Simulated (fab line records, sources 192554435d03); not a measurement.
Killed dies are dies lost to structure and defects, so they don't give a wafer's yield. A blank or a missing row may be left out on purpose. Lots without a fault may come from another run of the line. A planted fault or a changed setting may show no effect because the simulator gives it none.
Problem report in the 8D (eight disciplines) form, filled by code | flow n5_finfet | the parts of the form that need people (team, actions taken, sign-off) are left out

1. THE PROBLEM
killed_at_M4_up at N5_PASSIVATION_PROBE_49 reads a mean of 122 on 6 wafers of 2 lots; wafers without a fault read 12 with a standard deviation of 5.1. That is +22 standard deviations from the usual mean.
First seen on wafer L848.2, day 14 05:40, on prober-02. The record holds 32 wafers of 12 lots with a number at this step. Rule for "out", or "out of limits": more than 4 standard deviations from the usual mean. The other wafers with a number count as sound.

2. WHAT IT IS AND WHAT IT IS NOT
question                    | is                                                                                                   | is not
which readings at this step | killed_at_M4_up, defect_limited_yield, killed_dies, sort_bin_5_function, sort_n_pass, sort_yield_pct | killed_at_contacts, killed_at_front_end, killed_at_other, killed_open, killed_short, sort_bin_4_leakage, sort_bin_8_speed
which lots                  | L848, L856                                                                                           | L837, L840, L842, L843, L844, L845, L846, L853, L854, L858
which wafers of those lots  | all that have a number                                                                               | -
read on which tools         | prober-02                                                                                            | prober-01
when                        | from day 14 05:40                                                                                    | up to then (18 sound wafers); but 8 sound wafers of L853, L854, L858 came after

3. SUSPECTS, AND WHAT RULES EACH OUT
Counting: a tool at a process step up to the reading stays a suspect if it ran every lot that is out and no sound lot after the first of them.
- wet_bench-01 at N5_BEOL_M9_HM_STRIP_39 (strips TiN in peroxide tin strip, target depth 25 nm, time 158 s): kept. It ran every lot that is out, first L848 (day 12 01:25), and no sound lot after that; its last sound lot up to then is L845 (day 11 12:04).
- prober-02 at N5_PASSIVATION_PROBE_49: ruled out as a lasting fault. Sound lots L853, L854 ran on it after its first lot that is out, L848 (day 14 05:40).
Left after counting: wet_bench-01 at N5_BEOL_M9_HM_STRIP_39.

4. THE CAUSE (what the simulator had put in)
Chamber particle source: wet_bench-01, from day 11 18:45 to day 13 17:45, at N5_BEOL_M9_HM_STRIP_39. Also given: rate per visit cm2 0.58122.
Counting left only this tool.

5. THE CHAIN OF EFFECTS, in route order
Each row: a reading whose mean over the struck wafers that have a number lies more than 3 standard deviations from the usual. Only readings for which the record gives a usual standard deviation are gone through. hours: the time from each lot's start at the first step in this table that gives one to its start at this step, as a median over the lots. sigmas: the change in usual standard deviations.
hours | step                    | reading              | usual  | on struck wafers | change | sigmas
0     | N5_PASSIVATION_PROBE_49 | defect_limited_yield | 91.5 % | 81.9             | -9.6   | -6.4
0     | N5_PASSIVATION_PROBE_49 | killed_at_M4_up      | 12     | 122              | +110   | +22
0     | N5_PASSIVATION_PROBE_49 | killed_dies          | 100    | 213              | +113   | +6.7
0     | N5_PASSIVATION_PROBE_49 | sort_bin_5_function  | 4.9 %  | 11.2             | +6.2   | +6.5
0     | N5_PASSIVATION_PROBE_49 | sort_n_pass          | 1080   | 967              | -113   | -6.7
0     | N5_PASSIVATION_PROBE_49 | sort_yield_pct       | 91.5 % | 81.9             | -9.6   | -6.4
The process steps in it:
- N5_PASSIVATION_PROBE_49

6. WHAT WOULD HAVE CAUGHT IT SOONER
In this record the first reading out of limits was taken at day 14 05:40, 59 hours after the fault began at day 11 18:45.
Of the tool readings at N5_BEOL_M9_HM_STRIP_39 for which the record gives a usual standard deviation, none was out on any struck wafer, so an alarm limit of 4 standard deviations on them would not have fired.
All the lots that are out (2) had begun N5_BEOL_M9_HM_STRIP_39 on wet_bench-01 by day 14 05:40. A hold on the tool at that time would have spared none of them.
